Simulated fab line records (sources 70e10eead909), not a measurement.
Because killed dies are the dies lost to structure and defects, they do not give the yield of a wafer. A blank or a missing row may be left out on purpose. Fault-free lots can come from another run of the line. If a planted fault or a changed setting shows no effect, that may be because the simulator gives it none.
What tool caused it? | flow nand harc | 72 wafers sampled from 24 lots at 1 step of a route of 1159

WHAT THE GAUGES READ, wafer by wafer
NHARC_A_SLIT_CD_MEAS_21. Usual: 290.1 nm for cd nm, sd 1.1.
lot  | measured     | on        | cd nm (nm)        | flag
L074 | day 14 12:58 | cd sem-01 | 289.5 290.6 289.8 |
L075 | day 14 13:06 | cd sem-02 | 289.7 292.2 289.9 |
L076 | day 14 21:05 | cd sem-03 | 288.8 290.8 292.0 |
L077 | day 14 22:45 | cd sem-01 | 290.0 289.0 289.5 |
L078 | day 15 12:17 | cd sem-03 | 289.4 290.7 290.0 |
L079 | day 15 20:34 | cd sem-03 | 289.9 288.9 289.2 |
L080 | day 15 20:38 | cd sem-02 | 290.6 289.3 288.8 |
L081 | day 16 11:31 | cd sem-01 | 290.1 289.7 288.4 |
L082 | day 16 12:17 | cd sem-03 | 291.4 289.9 290.7 |
L083 | day 16 19:17 | cd sem-02 | 290.5 289.0 291.0 |
L084 | day 16 20:58 | cd sem-01 | 289.3 289.6 289.6 |
L085 | day 17 10:26 | cd sem-02 | 290.0 291.2 291.9 |
L087 | day 17 11:38 | cd sem-02 | 291.3 291.6 291.3 |
L086 | day 17 12:14 | cd sem-01 | 289.9 289.6 289.6 |
L088 | day 17 19:02 | cd sem-02 | 289.0 289.7 290.5 |
L090 | day 18 08:20 | cd sem-03 | 292.8 291.4 290.3 |
L091 | day 18 10:01 | cd sem-03 | 291.1 289.3 290.4 |
L089 | day 18 11:17 | cd sem-03 | 289.9 290.4 289.7 |
L092 | day 18 18:18 | cd sem-02 | 287.3 288.8 286.6 |
L093 | day 19 08:37 | cd sem-01 | 291.0 289.8 289.5 |
L094 | day 19 10:16 | cd sem-02 | 291.0 290.0 291.5 |
L097 | day 19 19:41 | cd sem-01 | 290.1 288.8 288.2 |
L096 | day 19 21:23 | cd sem-03 | 290.4 290.2 290.9 |
L095 | day 19 21:43 | cd sem-03 | 290.5 290.4 290.4 |

WHAT TOOL EACH LOT RAN ON (gives the tool, then ch and the chambers of the sampled wafers, and finally the start)
The record shows no process step preceding these readings.

AS READ BY THE TOOLS THEMSELVES (means over the sampled wafers that have a number; for cases with no such wafer, the mark the record gives instead)
The record holds no such reading with a usual standard deviation.

THE ANSWER, worked out from the rows above alone
Rule: a lot counts as off when the mean over its wafers that have a number is more than 3 standard deviations away from the usual mean. A lot without any number at a reading at which 4 lots or more have one is off too. All remaining lots with rows at the step are treated as sound. The gauges are gone through in route order, then the tools' own readings, and for those a lot's mean is taken as printed above. At the first step where some lot is off, the reading lying furthest off is the one used; lots without a number count as furthest.
None of the lots is off at any reading shown; this tells nothing.

WHAT WAS PUT IN BY THE SIMULATOR
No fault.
